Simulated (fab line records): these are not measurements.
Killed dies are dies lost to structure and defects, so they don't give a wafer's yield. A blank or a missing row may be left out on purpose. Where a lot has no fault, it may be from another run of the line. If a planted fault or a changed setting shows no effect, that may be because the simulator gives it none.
fab line records -- flow nandHarc
[record] lots = 6, wafers = 18, lastDay = 33
route steps=1302 shown P_GATE@170 END@1302
lots that met no fault: from a run of the same line without faults
startH: hours from the record's first day to the start of the lot's first wafer shown -- waitH: hours since the lot's step before -- " repeats the value in the row above -- L1.1+2: a row that stands for several wafers -- - no value, or no start was given -- * or withheld: withheld -- < > ~ a bound
route shown NAME@n: NAME is a module with steps in the file, n the number in the route of the first one -- usual: mean and standard deviation over wafers with no fault -- same: alike in all rows -- chamber/n: place in a boat -- sites: readings site by site -- _std_site: how widely they spread, as a standard deviation -- _edge_site: the outer-site mean with the inner-site mean subtracted -- radiusMm: how far each site lies from the wafer's centre -- mask NAME#n: copy n -- behind: the tool/chamber that last shaped the wafer -- hold: why the lot went on hold/how many hours it stayed there/how the hold came to an end -- device: the n, p or np transistor that did not switch -- end of line: the same wafers' tests at the end of the route -- a step given without rows: its recipe and nothing more -- killed: dies that structure and defects cost at the first sort, which is not the same as the wafer's yield -- map: dies across one wafer; x = killed, . = not, _ = none there
set.NAME: the setting the step ran with; set.NAME@STEP: the setting that earlier step ran with -- model.NAME: the simulator's own value behind a step, which no gauge read
a table for each step, a row for each wafer; lots at some steps of the route
services: a tool's chamber out of use, with start hour (startH, from the record's first day; less than 0 if before it), hours out, and reason
[[steps]]
[step NHARC_P_GATE_CD_MEAS_46]
[recipe] targetCdNm = 720, landingEnergyEv = 500
[usual] cdNm = 721.1/2.4
lot.wafer,tool,chamber,startH,waitH,cdNm
L973.1,cdSem-02,0,151.66,-,720.7
L973.5,cdSem-02,0,151.66,-,720.3
L973.6,cdSem-02,0,151.66,-,716.1
L976.1,cdSem-01,0,179.89,-,722.2
L976.4,cdSem-01,0,179.89,-,718.5
L976.5,cdSem-01,0,179.89,-,724.2
L977.3,cdSem-01,0,192.60,-,716.1
L977.4,cdSem-01,0,192.60,-,721.1
L977.6,cdSem-01,0,192.60,-,721.7
L988.3,cdSem-02,0,298.26,-,720.1
L988.5,cdSem-02,0,298.26,-,720.8
L988.6,cdSem-02,0,298.26,-,716.3
L989.3,cdSem-03,0,310.19,-,721.2
L989.4,cdSem-03,0,310.19,-,716.4
L989.6,cdSem-03,0,310.19,-,719.0
L991.1,cdSem-03,0,335.41,-,718.8
L991.4,cdSem-03,0,335.41,-,723.8
L991.6,cdSem-03,0,335.41,-,726.0
[step NHARC_P_GATE_HARDBAKE_47]
[recipe] tempC = 125, timeS = 80
[step NHARC_P_GATE_DESCUM_48]
[recipe] timeS = 3, o2FlowSccm = 200, arFlowSccm = 0, biasPowerW = 0, chemistry = O2
[usual] chamberPressureMTorr = 60.00/0.054, drypumpMotorCurrentA = 5.7/0.58, o2FlowSccm = 200.1/0.61, oesProductAu = 0.999/0.014, rfVppV = 57.7/0.9, showerheadPlenumPTorr = 1.90/0.094, throttleValvePct = 11.311/0.0083
lot.wafer,tool,chamber,startH,waitH,chamberPressureMTorr,drypumpMotorCurrentA,o2FlowSccm,oesProductAu,rfHoursCounterH,rfVppV,showerheadPlenumPTorr,throttleValvePct
L973.1,rieDiel-12,1,151.84,-,60.13,5.8,200.4,0.989,2.5,58.2,1.85,11.302
L973.5,rieDiel-12,0,151.84,-,60.00,6.6,200.6,1.001,-,59.9,2.02,11.323
L973.6,rieDiel-12,1,151.84,-,60.04,5.8,201.1,0.992,-,58.8,1.85,11.319
L976.1,rieDiel-03,3,180.07,-,60.00,5.0,200.0,1.014,2.6,57.3,1.81,11.319
L976.4,rieDiel-03,0,180.07,-,60.00,5.5,199.7,0.995,2.7,56.7,1.90,11.307
L976.5,rieDiel-03,2,180.07,-,60.07,6.4,199.7,1.015,-,58.6,1.83,11.321
L977.4,rieDiel-02,0,192.76,-,59.92,5.9,199.8,1.004,10.0,57.8,2.06,11.315
L977.3,rieDiel-02,1,192.76,-,59.88,4.8,200.6,0.979,10.4,58.1,1.82,11.306
L977.6,rieDiel-02,1,192.76,-,60.00,4.8,200.3,0.982,-,57.1,1.82,11.311
L988.3,rieDiel-02,2,298.45,-,60.04,5.8,199.7,0.992,4.2,59.2,1.88,11.309
L988.5,rieDiel-02,3,298.45,-,59.95,4.8,200.0,1.006,-,58.0,1.80,11.314
L988.6,rieDiel-02,0,298.45,-,59.96,5.9,200.1,0.983,-,58.6,2.06,11.323
L989.4,rieDiel-02,2,310.35,-,59.98,5.7,199.9,0.993,4.4,57.2,1.88,11.305
L989.3,rieDiel-02,1,310.35,-,59.99,4.8,199.8,1.001,4.1,57.7,1.82,11.327
L989.6,rieDiel-02,3,310.35,-,60.02,4.8,198.9,1.002,-,57.8,1.80,11.302
L991.4,rieDiel-02,1,335.59,-,59.95,4.8,200.1,0.995,5.1,57.0,1.82,11.311
L991.1,rieDiel-02,2,335.59,-,59.92,5.7,199.9,0.997,5.2,57.3,1.88,11.311
L991.6,rieDiel-02,0,335.59,-,59.99,5.9,201.0,0.990,-,56.7,2.06,11.317
[step NHARC_P_GATE_IMPLANT_49]
[recipe] energyKev = 30, doseCm2 = 3e+15, tiltDeg = 7
[step NHARC_P_GATE_STRIP_111]
[recipe] powerW = 1500, tempC = 110, timeS = 250, chemistry = N2/H2
[usual] drypumpMotorCurrentA = 5.7/0.66, heaterPowerW = 89/4.8
lot.wafer,tool,chamber,startH,waitH,drypumpMotorCurrentA,heaterPowerW,rfHoursCounterH
L973.1,plasmaAsher-02,1,152.24,0.2,5.0,88,13
L973.5,plasmaAsher-02,0,152.24,0.2,5.9,87,-
L973.6,plasmaAsher-02,1,152.24,0.2,5.1,87,-
L976.1,plasmaAsher-02,0,180.47,0.2,5.9,87,19
L976.4,plasmaAsher-02,1,180.47,0.2,5.1,86,-
L976.5,plasmaAsher-02,0,180.47,0.2,5.9,86,-
L977.4,plasmaAsher-02,0,193.23,0.2,5.9,88,-
L977.3,plasmaAsher-02,1,193.23,0.2,5.1,87,-
L977.6,plasmaAsher-02,0,193.23,0.2,5.9,87,-
L988.3,plasmaAsher-02,0,298.93,0.3,5.9,85,-
L988.5,plasmaAsher-02,1,298.93,0.3,5.0,92,-
L988.6,plasmaAsher-02,0,298.93,0.3,5.9,83,-
L989.3,plasmaAsher-02,1,310.82,0.2,5.0,93,-
L989.4,plasmaAsher-02,0,310.82,0.2,5.9,85,-
L989.6,plasmaAsher-02,0,310.82,0.2,5.9,87,-
L991.1,plasmaAsher-01,0,336.24,0.2,6.6,95,36
L991.4,plasmaAsher-01,1,336.24,0.2,5.1,84,-
L991.6,plasmaAsher-01,1,336.24,0.2,5.1,83,-
[step NHARC_P_GATE_STRIP_75]
[recipe] powerW = 1500, tempC = 250, chemistry = O2
[usual] drypumpMotorCurrentA = 5.7/0.66, heaterPowerW = 334/17
lot.wafer,tool,chamber,startH,waitH,drypumpMotorCurrentA,heaterPowerW,rfHoursCounterH
L973.1,plasmaAsher-02,1,152.51,0.2,5.0,323,13
L973.5,plasmaAsher-02,0,152.51,0.2,5.9,328,-
L973.6,plasmaAsher-02,1,152.51,0.2,5.0,334,-
L976.1,plasmaAsher-02,0,180.73,0.2,5.9,327,19
L976.4,plasmaAsher-02,1,180.73,0.2,5.0,328,-
L976.5,plasmaAsher-02,0,180.73,0.2,5.9,328,-
L977.4,plasmaAsher-02,0,193.45,0.2,5.9,330,-
L977.3,plasmaAsher-02,1,193.45,0.2,5.0,329,-
L977.6,plasmaAsher-02,0,193.45,0.2,5.9,323,-
L988.3,plasmaAsher-02,0,299.12,0.1,5.9,322,-
L988.5,plasmaAsher-02,1,299.12,0.1,5.0,347,-
L988.6,plasmaAsher-02,0,299.12,0.1,5.9,319,-
L989.3,plasmaAsher-02,1,311.04,0.2,5.0,339,-
L989.4,plasmaAsher-02,0,311.04,0.2,5.9,319,-
L989.6,plasmaAsher-02,0,311.04,0.2,5.9,316,-
L991.1,plasmaAsher-01,0,336.55,0.3,6.6,353,36
L991.4,plasmaAsher-01,1,336.55,0.3,5.1,319,-
L991.6,plasmaAsher-01,1,336.55,0.3,5.1,320,-
[step NHARC_P_GATE_STRIP_50]
[recipe] timeS = 900, tempC = 130, chemistry = SPM
[step NHARC_P_GATE_DEHYDRATE_51]
[recipe] tempC = 150, timeS = 120
[step NHARC_P_GATE_HMDS_52]
[recipe] timeS = 30
[step NHARC_P_GATE_COAT_53]
[recipe] spinRpm = 3000
[step NHARC_P_GATE_SOFTBAKE_54]
[recipe] tempC = 122, timeS = 95
[step NHARC_P_GATE_EBR_55]
[step NHARC_P_GATE_EXPOSE_56]
[recipe] na = 0.6, targetCdNm = 720, doseMj = 14.81, maskId = P_PSD
[usual] reticleTempC = 22.99/0.11
lot.wafer,tool,chamber,startH,waitH,mask,reticleTempC,model.P_GATE.overlayXNm
L973.1,krfScanner-04,0,153.14,-,P_PSD#0,22.86,-12.99
L973.5,krfScanner-04,0,153.14,-,P_PSD#0,23.15,-12.99
L973.6,krfScanner-04,0,153.14,-,P_PSD#0,23.16,-12.99
L976.1,krfScanner-01,0,181.36,-,P_PSD#0,22.82,-7.244
L976.4,krfScanner-01,0,181.36,-,P_PSD#0,22.80,-7.244
L976.5,krfScanner-01,0,181.36,-,P_PSD#0,22.87,-7.244
L977.3,krfScanner-03,0,194.22,-,P_PSD#0,23.05,-2.499
L977.4,krfScanner-03,0,194.22,-,P_PSD#0,23.00,-2.499
L977.6,krfScanner-03,0,194.22,-,P_PSD#0,22.95,-2.499
L988.3,krfScanner-04,0,299.91,-,P_PSD#0,23.06,-84.96
L988.5,krfScanner-04,0,299.91,-,P_PSD#0,23.13,-84.96
L988.6,krfScanner-04,0,299.91,-,P_PSD#0,23.06,-84.96
L989.3,krfScanner-01,0,311.80,-,P_PSD#0,23.19,2.641
L989.4,krfScanner-01,0,311.80,-,P_PSD#0,23.01,2.641
L989.6,krfScanner-01,0,311.80,-,P_PSD#0,23.09,2.641
L991.1,krfScanner-04,0,337.19,-,P_PSD#0,23.09,-88.94
L991.4,krfScanner-04,0,337.19,-,P_PSD#0,23.11,-88.94
L991.6,krfScanner-04,0,337.19,-,P_PSD#0,23.03,-88.94
[step NHARC_P_GATE_PEB_57]
[recipe] pebTempC = 118, pebTimeS = 85
[step NHARC_END_SORT_01]
[recipe] tempC = 25
[usual] killedAtArray = 52/16, killedAtOther = 0.8/0.98, killedAtPeriphery = 4.2/2.9, killedDies = 57/16, killedOpen = 3.3/1.9, killedShort = 2.5/1.5
[same] grossDies = 677
lot.wafer,tool,chamber,startH,waitH,killedAtArray,killedAtOther,killedAtPeriphery,killedDies,killedOpen,killedShort
L988.3,prober-01,0,753.06,3.1,50,0,3,53,2,1
L988.5,prober-01,0,754.67,3.7,46,0,8,54,4,0
L988.6,prober-01,0,755.48,4.0,47,0,7,54,6,3
L991.1,prober-02,0,780.25,2.5,61,2,12,75,6,5
L991.4,prober-02,0,782.66,3.4,50,1,8,59,3,1
L991.6,prober-02,0,784.27,4.0,51,1,6,58,2,1
// killed by level:class
L988.3 A_CHANNEL_HOLE_D2:chamberFilmFlake=22 A_CHANNEL_HOLE_D1:chamberFilmFlake=13 A_SLIT:chamberFilmFlake=9 A_WL_FILL:chamberFilmFlake=3 P_M0:geometricParticle:open=1 A_DECK1_JOINT:geometricParticle:short=1 A_BLC:geometricParticle:open=1 P_GATE:chamberFilmFlake=1
L988.5 A_CHANNEL_HOLE_D2:chamberFilmFlake=22 A_CHANNEL_HOLE_D1:chamberFilmFlake=12 A_SLIT:chamberFilmFlake=5 A_CONTACT:chamberFilmFlake=3 P_GATE:overlay=3 P_STI:geometricParticle:open=1 P_GATE:geometricParticle:open=1 P_CONTACT:geometricParticle:open=1
L988.6 A_CHANNEL_HOLE_D2:chamberFilmFlake=15 A_CONTACT:chamberFilmFlake=8 A_CHANNEL_HOLE_D1:chamberFilmFlake=7 A_SLIT:chamberFilmFlake=6 P_GATE:chamberFilmFlake=3 A_WL_FILL:chamberFilmFlake=3 A_CHANNEL_FILL_D1:geometricParticle:short=2 A_ONON_D2:geometricParticle:open=2
L991.1 A_SLIT:chamberFilmFlake=41 P_GATE:overlay=9 A_CONTACT:chamberFilmFlake=6 A_ONON_D2:geometricParticle:short=2 A_DECK1_JOINT:chamberFilmFlake=2 THIN_TSV:chamberFilmFlake=2 P_M0:geometricParticle:open=1 P_M1:geometricParticle:open=1
L991.4 A_SLIT:chamberFilmFlake=34 P_GATE:overlay=5 A_CONTACT:chamberFilmFlake=4 A_M0:geometricParticle:open=2 P_GATE:chamberFilmFlake=2 A_CHANNEL_HOLE_D1:chamberFilmFlake=2 A_CHANNEL_FILL_D2:chamberFilmFlake=2 A_ONON_D2:geometricParticle:short=1
L991.6 A_SLIT:chamberFilmFlake=39 A_CONTACT:chamberFilmFlake=6 P_GATE:overlay=5 A_BONDPAD:chamberFilmFlake=3 P_M0:geometricParticle:open=1 A_ONON_D2:geometricParticle:open=1 A_CONTACT:geometricParticle:short=1 A_CHANNEL_HOLE_D1:chamberFilmFlake=1
[[services]]
tool,chamber,startH,hours,kind
krfScanner-01,-,140.00,4.0,pm
krfScanner-03,-,159.74,0.1,repair
plasmaAsher-01,-,165.14,9.0,pm
krfScanner-04,-,182.01,4.0,pm
krfScanner-03,-,202.45,4.9,repair
krfScanner-04,-,211.10,1.9,repair
krfScanner-01,-,212.32,0.6,repair
rieDiel-02,-,216.70,9.0,pm
krfScanner-01,-,221.66,2.8,repair
krfScanner-03,-,224.31,4.0,pm
rieDiel-12,3,236.02,4.3,repair
krfScanner-04,-,243.81,0.4,repair
plasmaAsher-02,-,249.36,9.0,pm
plasmaAsher-02,0,249.36,9.0,ventCycle
plasmaAsher-02,1,249.36,9.0,ventCycle
rieDiel-03,0,265.73,15.7,repair
rieDiel-12,2,266.34,1.9,repair
rieDiel-12,-,268.40,9.0,pm
rieDiel-03,2,277.80,8.3,repair
rieDiel-03,-,281.30,9.0,pm
plasmaAsher-02,-,290.74,4.1,repair
krfScanner-01,-,312.00,4.0,pm
rieDiel-02,3,313.96,6.5,repair
plasmaAsher-01,-,318.08,0.9,repair
[[key]]
firstSign none at tools or gauges
[modelEffect] step = NHARC_P_GATE_EXPOSE_56, value = P_GATE.overlayXNm, without = 0.3378, struck = -86.95
metAt NHARC_P_GATE_EXPOSE_56
struckWafers L988.3,L988.5,L988.6,L991.1,L991.4,L991.6
testerLeftOut L988,L991
onsetBetween 153.14 299.91
[fault] kind = scannerMatchingOverlay, tool = krfScanner-04, chamber = -, onsetH = 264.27, steps = NHARC_P_GATE_EXPOSE_56, offset = -87.287
// testerLeftOut: of these lots the tester's yield and bins aren't shown, on N5 and GAA mostly nor the transistor test; their killed dies are dies lost to structure and defects alone, not to doping, threshold or leakage, so they don't give the yield
